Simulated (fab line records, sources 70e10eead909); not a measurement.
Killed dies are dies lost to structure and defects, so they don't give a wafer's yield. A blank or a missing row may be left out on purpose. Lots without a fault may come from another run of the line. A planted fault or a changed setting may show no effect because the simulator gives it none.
fab line records | flow nand_harc
record lots=11 wafers=33 last_day=33
route steps=1302 shown A_CHANNEL_HOLE_D1@476 A_CHANNEL_FILL_D1@512 A_DECK1_JOINT@518 END@1302
lots that met no fault: from a run of the same line without faults
start_h: hours from the record's first day to the start of the lot's first wafer shown | wait_h: hours since the lot's step before | " the same as in the row above | L1.1+2: a row that stands for several wafers | - no value, or no start given | * or withheld: withheld | < > ~ a bound
route shown NAME@n: a module of which the file shows steps, and the number in the route of the first | usual: mean/standard deviation of fault-free wafers | same: alike in all rows | chamber/n: place in a boat | sites: the reading at each site | _std_site: their standard deviation | _edge_site: outer sites' mean less inner sites' | radius_mm: how far each site lies from the wafer's centre | mask NAME#n: copy n | behind: the tool/chamber that last shaped the wafer | hold: why the lot was held/for how many hours/how that ended | device: the transistor (n, p or np) that didn't switch | end of line: the same wafers' tests at the end of the route | a step without rows: its recipe alone | killed: dies lost to structure and defects at the first sort, not the wafer's yield | map: a wafer's dies, x killed, . not, _ none there
set.NAME: the setting as run; set.NAME@STEP: as run at that earlier step | model.NAME: the simulator's own value behind a step, which no gauge read
steps of the route over a sample of lots; a table a step, a row a wafer
services: from which hour (start_h, from the record's first day; less than 0 if before it) a tool's chamber was out of use, for how many hours, and why
## steps
# step NHARC_A_CHANNEL_HOLE_D1_ETCH_24
# recipe bias_v=5000 source_w=withheld pressure_mtorr=20 time_s=906.2 ar_flow_sccm=375 c4f8_flow_sccm=93.8 o2_flow_sccm=31.2 temp_c=-20 target_depth_a=15000 chemistry=C4F8/O2/Ar
# usual drypump_motor_current_A=5.61/0.28 he_backside_leak_sccm=6.1/1.1 showerhead_plenum_p_Torr=3.57/0.15 throttle_valve_pct=32.236/0.0095
# columns lot.wafer tool chamber start_h wait_h drypump_motor_current_A he_backside_leak_sccm rf_hours_counter_h showerhead_plenum_p_Torr throttle_valve_pct
L237.1 har_etch-01 1 176.59 0.6 5.18 5.3 83 3.48 32.261
L237.3 " 0 " " 5.70 4.9 - 3.74 32.230
L237.5 " 0 " " 5.70 5.0 - 3.74 32.232
L238.2 har_etch-01 0 197.96 0.6 5.70 4.9 94 3.73 32.228
L238.4 " 1 " " 5.18 5.5 - 3.48 32.237
L238.3 " 0 " " 5.72 5.0 - 3.73 32.235
L240.2 har_etch-02 1 213.64 0.6 5.87 7.4 323 3.53 32.236
L240.6 " 1 " " 5.83 7.5 - 3.53 32.234
L240.5 " 0 " " 5.86 7.7 - 3.47 32.238
L241.2 har_etch-01 0 221.54 0.6 5.73 5.2 109 3.72 32.238
L241.1 " 1 " " 5.18 5.6 109 3.47 32.244
L241.3 " 1 " " 5.16 5.7 - 3.47 32.236
L253.1 har_etch-01 1 345.09 0.6 5.18 5.9 174 3.43 32.231
L253.2 " 0 " " 5.71 5.4 174 3.69 32.230
L253.5 " 0 " " 5.72 5.4 - 3.69 32.248
L252.1 har_etch-02 1 346.93 0.6 5.88 7.5 396 3.50 32.249
L252.4 " 1 " " 5.86 7.9 - 3.50 32.251
L252.6 " 0 " " 5.83 7.3 - 3.43 32.231
L254.2 har_etch-02 1 359.10 0.6 5.87 8.2 407 3.49 32.234
L254.6 " 1 " " 5.87 7.7 - 3.49 32.238
L254.5 " 0 " " 5.84 8.1 - 3.42 32.236
L256.3 har_etch-01 0 382.72 0.6 5.72 5.4 - 3.67 32.233
L256.4 " 1 " " 5.18 5.8 - 3.42 32.245
L256.5 " 1 " " 5.18 5.8 - 3.42 32.247
L257.1 har_etch-01 0 386.76 0.6 5.70 5.7 205 3.67 32.226
L257.6 " 1 " " 5.18 5.8 - 3.42 32.206
L257.5 " 0 " " 5.71 5.7 - 3.67 32.238
L258.1 har_etch-02 0 399.05 0.6 5.83 5.0 2 3.93 32.257
L258.2 " 1 " " 5.86 4.6 2 3.93 32.234
L258.3 " 1 " " 5.84 4.9 - 3.93 32.235
L260.1 har_etch-01 1 412.27 0.6 5.17 6.1 228 3.41 32.236
L260.4 " 0 " " 5.70 5.8 - 3.66 32.225
L260.5 " 1 " " 5.18 5.9 - 3.41 32.238
# step NHARC_A_CHANNEL_HOLE_D1_ETCH_25
# recipe bias_v=5000 source_w=withheld pressure_mtorr=20 time_s=1040.2 ar_flow_sccm=375 c4f8_flow_sccm=93.8 o2_flow_sccm=31.2 temp_c=-20 target_depth_a=15000 chemistry=C4F8/O2/Ar
# usual drypump_motor_current_A=5.62/0.29 he_backside_leak_sccm=6.2/1.3 showerhead_plenum_p_Torr=3.57/0.15 throttle_valve_pct=32.235/0.0093
# columns lot.wafer tool chamber start_h wait_h drypump_motor_current_A he_backside_leak_sccm rf_hours_counter_h showerhead_plenum_p_Torr throttle_valve_pct
L237.1 har_etch-01 1 177.36 0.6 5.18 5.3 83 3.48 32.250
L237.3 " 0 " " 5.71 5.1 - 3.74 32.239
L237.5 " 0 " " 5.70 5.1 - 3.74 32.233
L238.2 har_etch-01 0 198.74 0.7 5.71 5.2 95 3.73 32.259
L238.4 " 1 " " 5.17 5.3 - 3.48 32.239
L238.3 " 0 " " 5.71 5.3 - 3.73 32.230
L240.2 har_etch-02 1 214.41 0.6 5.88 7.8 324 3.53 32.244
L240.6 " 1 " " 5.87 7.5 - 3.53 32.249
L240.5 " 0 " " 5.84 7.3 - 3.47 32.239
L241.2 har_etch-01 0 222.31 0.6 5.73 5.3 110 3.72 32.238
L241.1 " 1 " " 5.18 5.6 110 3.47 32.226
L241.3 " 1 " " 5.18 5.6 - 3.47 32.230
L253.1 har_etch-01 1 345.86 0.6 5.19 5.8 175 3.43 32.238
L253.2 " 0 " " 5.73 5.4 175 3.69 32.249
L253.5 " 0 " " 5.73 5.5 - 3.69 32.232
L252.1 har_etch-02 1 347.71 0.6 5.89 8.0 396 3.50 32.243
L252.4 " 1 " " 5.85 8.2 - 3.50 32.220
L252.6 " 0 " " 5.82 7.6 - 3.43 32.236
L254.2 har_etch-02 1 359.87 0.6 5.86 8.1 408 3.49 32.237
L254.6 " 1 " " 5.85 7.9 - 3.49 32.234
L254.5 " 0 " " 5.84 8.0 - 3.42 32.231
L256.3 har_etch-01 0 383.53 0.7 5.71 5.4 - 3.67 32.231
L256.4 " 1 " " 5.20 5.6 - 3.42 32.233
L256.5 " 1 " " 5.20 5.7 - 3.42 32.234
L257.1 har_etch-01 0 387.54 0.7 5.72 5.4 206 3.67 32.237
L257.6 " 1 " " 5.19 5.7 - 3.42 32.243
L257.5 " 0 " " 5.71 5.5 - 3.67 32.236
L258.1 har_etch-02 0 399.82 0.6 5.85 4.9 3 3.93 32.235
L258.2 " 1 " " 5.88 4.4 3 3.93 32.238
L258.3 " 1 " " 5.83 4.7 - 3.93 32.239
L260.1 har_etch-01 1 413.05 0.6 5.18 5.9 229 3.41 32.244
L260.4 " 0 " " 5.72 5.8 - 3.66 32.246
L260.5 " 1 " " 5.17 5.7 - 3.41 32.225
# step NHARC_A_CHANNEL_FILL_D1_CVD_09
# recipe target_thk_a=1500 temp_c=620 pressure_mtorr=200 time_s=3000 material=poly-Si
# usual pressure_mtorr=199.8/0.41 run_length_s=3001.5/0.25 zone_power_lower_pct=9.34/0.28
# columns lot.wafer tool chamber start_h wait_h pressure_mtorr run_length_s zone_power_lower_pct
L237.1 lpcvd_poly-03 0 228.18 2.3 200.6 3001.6 9.58
L237.3 " 0 " " 200.1 3001.6 9.67
L237.5 " 0 " " 200.4 3001.6 9.65
L238.2 lpcvd_poly-04 0 248.00 2.3 200.3 3001.7 9.13
L238.3 " 0 " " 200.0 3001.7 9.31
L238.4 " 0 " " 199.7 3001.7 9.29
L240.2 lpcvd_poly-04 0 264.28 2.3 200.6 3001.3 9.19
L240.5 " 0 " " 200.1 3001.3 9.28
L240.6 " 0 " " 199.7 3001.3 9.33
L241.1 lpcvd_poly-02 0 270.74 3.4 199.9 3001.3 8.75
L241.2 " 0 " " 199.5 3001.3 8.92
L241.3 " 0 " " 199.8 3001.3 8.78
L252.1 lpcvd_poly-04 - 394.03 2.9 - - -
L252.4 " - " " - - -
L252.6 " - " " - - -
L253.1 lpcvd_poly-04 - 394.03 2.8 - - -
L253.2 " - " " - - -
L253.5 " - " " - - -
L254.2 lpcvd_poly-04 0 411.83 4.5 199.3 3001.4 9.30
L254.5 " 0 " " 199.6 3001.4 9.25
L254.6 " 0 " " 199.5 3001.4 9.35
L256.3 lpcvd_poly-04 0 435.29 2.9 199.2 3001.5 9.40
L256.4 " 0 " " 198.8 3001.5 9.36
L256.5 " 0 " " 199.2 3001.5 9.37
L257.1 lpcvd_poly-04 0 435.29 2.5 199.4 3001.3 9.27
L257.5 " 0 " " 199.2 3001.3 9.26
L257.6 " 0 " " 199.6 3001.3 9.45
L258.1 lpcvd_poly-02 0 448.09 2.4 200.4 3001.7 8.72
L258.2 " 0 " " 200.1 3001.7 8.81
L258.3 " 0 " " 199.9 3001.7 8.68
L260.1 lpcvd_poly-03 0 460.18 2.3 200.1 3001.1 9.53
L260.4 " 0 " " 199.9 3001.1 9.59
L260.5 " 0 " " 199.7 3001.1 9.68
# step NHARC_A_CHANNEL_FILL_D1_CMP_10
# recipe target_thk_nm=150
# usual motor_current_A=12.3/1.8 time_to_endpoint_s=14/3
# columns lot.wafer tool chamber start_h wait_h motor_current_A time_to_endpoint_s
L237.1 cmp-04 2 231.40 0.4 13.2 21
L237.3 " 3 " " 12.3 11
L237.5 " 2 " " 12.3 17
L238.2 cmp-02 3 251.22 0.4 10.5 11
L238.3 " 0 " " 15.3 8
L238.4 " 1 " " 11.6 14
L240.2 cmp-02 1 267.49 0.4 11.9 17
L240.5 " 2 " " 10.7 16
L240.6 " 3 " " 10.4 14
L241.2 cmp-02 2 273.92 0.4 10.8 16
L241.3 " 3 " " 10.5 15
L241.1 " 0 " " 13.7 11
L253.1 cmp-01 1 397.23 0.4 11.6 10
L253.2 " 2 " " 12.8 6
L253.5 " 1 " " 11.1 12
L252.4 cmp-02 3 397.26 0.4 10.6 3
L252.1 " 0 " " 14.8 2
L252.6 " 3 " " 10.4 4
L254.2 cmp-01 3 415.04 0.4 12.2 15
L254.5 " 1 " " 11.0 18
L254.6 " 2 " " 12.6 16
L256.4 cmp-04 3 438.46 0.4 11.9 13
L256.3 " 0 " " 10.4 12
L256.5 " 0 " " 10.8 11
L257.1 cmp-02 3 438.51 0.4 10.7 14
L257.5 " 1 " " 11.8 17
L257.6 " 2 " " 10.7 18
L258.3 cmp-01 3 451.24 0.4 12.0 10
L258.1 " 0 " " 11.9 13
L258.2 " 1 " " 11.1 16
L260.4 cmp-04 1 463.42 0.4 16.1 17
L260.1 " 3 " " 11.9 13
L260.5 " 0 " " 10.0 11
# step NHARC_A_DECK1_JOINT_ETCHBACK_07
# recipe target_depth_a=1050 time_s=26.9 hbr_flow_sccm=150 rf_w=350 icp_w=350 bias_w=60 chemistry=HBr
# usual bias_w=59.99/0.18 drypump_motor_current_A=5.81/0.28 he_backside_leak_sccm=2.75/0.26 oes_product_au=0.994/0.01 rf_fwd_power_W=343.5/2.1 throttle_valve_pct=23.265/0.0095
# columns lot.wafer tool chamber start_h wait_h bias_w drypump_motor_current_A he_backside_leak_sccm oes_product_au rf_fwd_power_W rf_hours_counter_h throttle_valve_pct
L237.1 rie_si-04 2 231.88 0.1 59.87 5.99 2.87 1.004 342.3 0.5 23.253
L237.3 " 1 " " 60.05 6.32 2.52 0.982 342.6 0.4 23.277
L237.5 " 3 " " 59.99 6.28 2.60 0.999 345.3 - 23.254
L238.4 rie_si-05 1 251.69 0.1 60.30 5.96 2.67 0.999 342.1 0.7 23.265
L238.3 " 3 " " 60.26 5.60 3.07 0.999 346.8 0.8 23.278
L238.2 " 0 " " 59.79 5.68 2.93 1.003 344.7 0.6 23.263
L240.2 rie_si-05 2 267.92 0.1 59.92 6.20 2.20 0.999 343.0 1.0 23.264
L240.6 " 1 " " 60.15 5.95 2.88 0.998 340.7 - 23.265
L240.5 " 2 " " 60.02 6.19 1.94 0.998 343.4 - 23.274
L241.3 rie_si-04 1 274.38 0.1 59.95 6.31 2.56 0.992 344.1 0.5 23.252
L241.1 " 3 " " 59.84 6.32 2.45 0.996 344.9 0.8 23.250
L241.2 " 0 " " 60.06 5.48 3.10 0.991 340.7 0.7 23.267
L254.2 rie_si-03 1 415.46 0.1 59.89 5.74 2.91 0.991 342.8 0.0 23.254
L254.5 " 1 " " 59.76 5.71 2.87 0.999 343.1 - 23.272
L254.6 " 2 " " 59.80 5.39 2.70 0.995 342.0 - 23.269
L256.3 rie_si-05 0 438.93 0.1 59.93 5.66 3.22 0.986 343.2 0.8 23.270
L256.4 " 3 " " 60.09 5.61 2.88 0.992 345.4 0.9 23.269
L256.5 " 1 " " 59.94 5.96 2.73 1.012 341.9 - 23.260
L257.1 rie_si-03 3 438.97 0.1 60.00 5.81 2.44 0.998 348.3 0.2 23.272
L257.5 " 0 " " 60.05 5.61 3.17 0.983 343.3 - 23.276
L257.6 " 1 " " 59.80 5.73 2.83 0.990 341.4 - 23.245
L258.3 rie_si-05 1 451.72 0.1 59.97 5.94 2.72 1.019 340.7 0.9 23.265
L258.2 " 2 " " 60.06 6.26 2.55 0.991 344.0 0.9 23.273
L258.1 " 3 " " 59.72 5.63 2.99 1.003 346.2 1.0 23.273
L260.1 rie_si-03 0 463.88 0.1 59.96 5.59 2.75 0.978 343.0 0.3 23.271
L260.4 " 2 " " 59.70 5.39 2.60 0.991 344.3 0.3 23.264
L260.5 " 0 " " 59.86 5.57 2.80 0.982 343.0 - 23.267
# step NHARC_END_SORT_01
# recipe temp_c=25
# usual killed_at_array=56/20 killed_at_other=0.9/1.1 killed_at_periphery=3.7/3 killed_dies=61/21 killed_open=2.9/1.6 killed_short=2.6/1.4
# same gross_dies=677
# columns lot.wafer tool chamber start_h wait_h killed_at_array killed_at_other killed_at_periphery killed_dies killed_open killed_short
L253.1 prober-01 0 718.01 2.5 669 3 5 677 2 0
L253.2 prober-01 0 718.82 2.8 673 1 3 677 6 2
L253.5 prober-01 0 721.24 3.7 667 4 6 677 4 2
L252.1 prober-02 0 724.84 2.5 673 0 4 677 2 3
L252.4 prober-02 0 727.21 3.4 675 0 2 677 1 3
L252.6 prober-02 0 728.79 4.0 675 0 2 677 2 3
L254.5 prober-01 0 740.46 3.7 106 0 1 107 2 2
# killed by level:class
L253.1 A_CHANNEL_FILL_D1:area_cvd=604 A_SLIT:chamber_film_flake=31 A_CHANNEL_HOLE_D2:chamber_film_flake=14 A_CHANNEL_HOLE_D1:chamber_film_flake=6 A_STAIRCASE:chamber_film_flake=4 A_CONTACT:chamber_film_flake=4 THIN_TSV:chamber_film_flake=3 A_WL_FILL:chamber_film_flake=3
L253.2 A_CHANNEL_FILL_D1:area_cvd=609 A_SLIT:chamber_film_flake=23 A_CHANNEL_HOLE_D2:chamber_film_flake=19 A_CHANNEL_HOLE_D1:chamber_film_flake=4 A_STAIRCASE:chamber_film_flake=4 A_CONTACT:chamber_film_flake=3 A_DECK1_JOINT:geometric_particle:open=2 P_M2:chamber_film_flake=2
L253.5 A_CHANNEL_FILL_D1:area_cvd=593 A_SLIT:chamber_film_flake=36 A_CHANNEL_HOLE_D2:chamber_film_flake=17 A_CHANNEL_HOLE_D1:chamber_film_flake=7 A_STAIRCASE:chamber_film_flake=6 THIN_TSV:chamber_film_flake=4 P_GATE:chamber_film_flake=2 A_WL_FILL:chamber_film_flake=2
L252.1 A_CHANNEL_FILL_D1:area_cvd=630 A_CHANNEL_HOLE_D1:chamber_film_flake=27 A_SLIT:chamber_film_flake=5 A_STAIRCASE:chamber_film_flake=3 P_STI:chamber_film_flake=2 P_GATE:chamber_film_flake=2 A_DECK1_JOINT:geometric_particle:open=1 A_DECK1_JOINT:geometric_particle:short=1
L252.4 A_CHANNEL_FILL_D1:area_cvd=627 A_CHANNEL_HOLE_D1:chamber_film_flake=34 A_SLIT:chamber_film_flake=4 A_STAIRCASE:chamber_film_flake=3 A_WL_FILL:chamber_film_flake=2 A_ONON_D1:geometric_particle:open=1 A_CHANNEL_FILL_D1:geometric_particle:short=1 A_DECK1_JOINT:geometric_particle:short=1
L252.6 A_CHANNEL_FILL_D1:area_cvd=635 A_CHANNEL_HOLE_D1:chamber_film_flake=21 A_STAIRCASE:chamber_film_flake=6 A_DECK1_JOINT:chamber_film_flake=2 A_CHANNEL_HOLE_D2:geometric_particle:short=1 A_DECK1_JOINT:geometric_particle:short=1 A_DECK1_JOINT:geometric_particle:open=1 A_CHANNEL_HOLE_D2:geometric_particle:open=1
L254.5 A_SLIT:chamber_film_flake=35 A_CHANNEL_HOLE_D2:chamber_film_flake=27 A_CHANNEL_HOLE_D1:chamber_film_flake=20 A_STAIRCASE:chamber_film_flake=8 A_CONTACT:chamber_film_flake=4 A_SGD_CUT:chamber_film_flake=4 A_BLC:geometric_particle:open=2 A_WL_FILL:chamber_film_flake=2
## services
# columns tool chamber start_h hours kind
rie_si-03 0 179.60 4.1 repair
har_etch-02 - 182.83 0.4 repair
cmp-01 - 185.50 4.0 pm
cmp-04 - 206.27 2.0 repair
rie_si-03 - 221.00 9.0 pm
cmp-01 - 228.26 3.5 repair
cmp-02 - 232.74 4.0 pm
rie_si-05 0 264.95 14.1 repair
cmp-04 - 267.03 0.7 repair
cmp-01 - 269.41 2.0 repair
cmp-01 - 275.09 4.0 repair
cmp-01 - 283.50 4.0 pm
rie_si-05 - 305.00 9.0 pm
cmp-04 - 307.07 4.0 pm
cmp-02 - 312.37 0.9 repair
cmp-01 - 320.28 0.6 repair
cmp-02 - 330.74 4.0 pm
cmp-02 - 345.13 4.5 repair
cmp-01 - 351.19 3.0 repair
cmp-04 - 363.65 1.4 repair
cmp-01 - 377.07 1.8 repair
har_etch-02 - 379.92 17.0 pm
cmp-02 - 428.74 4.0 pm
cmp-02 - 449.00 1.9 repair
## key
first_sign step=NHARC_A_CHANNEL_FILL_D1_CVD_09 reading=tool_record direction=missing
effect step=NHARC_A_CHANNEL_FILL_D1_CMP_10 reading=time_to_endpoint_s direction=down sigmas=2.6 usual=* struck=*
effect step=NHARC_END_SORT_01 reading=killed_at_array direction=up sigmas=30 usual=56 struck=672
more_kills_born_at NHARC_A_CHANNEL_FILL_D1_CVD_09@lpcvd_poly-04=3697
met_at NHARC_A_CHANNEL_FILL_D1_CVD_09
struck_lots L252,L253
later_rows_left_out L252.1,L252.4,L252.6,L253.1,L253.2,L253.5
tester_left_out L252,L253
not_acting_at NHARC_A_CHANNEL_HOLE_D1_ETCH_24,NHARC_A_CHANNEL_HOLE_D1_ETCH_25,NHARC_A_DECK1_JOINT_ETCHBACK_07
onset_between 264.28 394.03
fault kind=skipped_step_whole tool=lpcvd_poly-04 chamber=- onset_h=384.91 steps=NHARC_A_CHANNEL_FILL_D1_CVD_09 scope=struck_lots_only
# tester_left_out: of these lots the tester's yield and bins aren't shown, on N5 and GAA mostly nor the transistor test; their killed dies are dies lost to structure and defects alone, not to doping, threshold or leakage, so they don't give the yield
# later_rows_left_out: the simulator's readings of these wafers behind a module that went badly wrong aren't trusted and aren't shown, but for the sort
